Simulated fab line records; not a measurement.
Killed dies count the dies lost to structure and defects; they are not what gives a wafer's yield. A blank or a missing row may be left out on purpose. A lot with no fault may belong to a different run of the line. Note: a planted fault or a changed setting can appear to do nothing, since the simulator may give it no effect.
Chamber matching | flow n5_finfet | rie_diel-03 running N5_PASSIVATION_STRIP_14: 4 sister chambers
The step strips in O2. 16 wafers are shown with their chamber, then 8 later ones without.

== EACH WAFER AND ITS CHAMBER ==
wafer  | chamber | drypump_motor_current_A (A) | throttle_valve_pct (%) | showerhead_plenum_p_Torr (Torr)
L077.1 | 0       | 6.0                         | 16.88                  | 2.05
L077.4 | 3       | 6.1                         | 16.56                  | 2.01
L077.6 | 0       | 6.0                         | 16.86                  | 2.05
L085.1 | 2       | 5.9                         | 16.72                  | 2.10
L085.2 | 3       | 6.1                         | 16.55                  | 2.00
L085.6 | 2       | 5.9                         | 16.71                  | 2.10
L090.3 | 0       | 6.0                         | 16.91                  | 2.04
L090.5 | 2       | 5.9                         | 16.68                  | 2.10
L090.6 | 1       | 5.2                         | 16.20                  | 2.14
L088.2 | 2       | 5.9                         | 16.67                  | 2.10
L088.5 | 0       | 6.0                         | 16.90                  | 2.03
L088.6 | 3       | 6.2                         | 16.60                  | 2.00
L097.3 | 1       | 5.2                         | 16.20                  | 2.13
L097.4 | 2       | 5.8                         | 16.71                  | 2.10
L097.5 | 0       | 6.0                         | 16.94                  | 2.03
L091.1 | 0       | 6.0                         | 16.97                  | 2.03

SIGNATURES (averages over the wafers above)
reading                  | chamber 0 | chamber 1 | chamber 2 | chamber 3 | scatter within a chamber
drypump_motor_current_A  | 6.000     | 5.200     | 5.880     | 6.133     | 0.035
throttle_valve_pct       | 16.9100   | 16.2000   | 16.6980   | 16.5700   | 0.0307
showerhead_plenum_p_Torr | 2.0383    | 2.1350    | 2.1000    | 2.0033    | 0.00707
Rule: for each reading, subtract the chamber's mean from the wafer's reading, divide by that reading's scatter and square the result; add these up over the readings and take the root, which gives the wafer's distance from the chamber. The wafer belongs to the nearest chamber; if the next one is less than 2 further off, it can't be placed. The scatter: the root of (the sum of the squares of (reading less its chamber's mean) over the shown wafers, divided by (wafers less chambers)).

== WAFERS WITH NO CHAMBER GIVEN ==
wafer  | drypump_motor_current_A (A) | throttle_valve_pct (%) | showerhead_plenum_p_Torr (Torr)
L091.2 | 5.2                         | 16.23                  | 2.13
L091.3 | 6.2                         | 16.61                  | 1.99
L094.1 | 5.9                         | 16.74                  | 2.10
L094.5 | 6.2                         | 16.62                  | 1.99
L094.6 | 5.8                         | 16.72                  | 2.10
L096.3 | 6.2                         | 16.62                  | 1.99
L096.4 | 5.9                         | 16.74                  | 2.10
L096.6 | 6.1                         | 16.63                  | 1.99

== CHAMBER TAKEN BY EACH ==
wafer  | from the rows above | in truth
L091.2 | 1                   | 1
L091.3 | 3                   | 3
L094.1 | 2                   | 2
L094.5 | 3                   | 3
L094.6 | 2                   | 2
L096.3 | 3                   | 3
L096.4 | 2                   | 2
L096.6 | 3                   | 3
Placed correctly: 8 of 8. Number that these rows cannot place: 0. 0 placed wrongly.
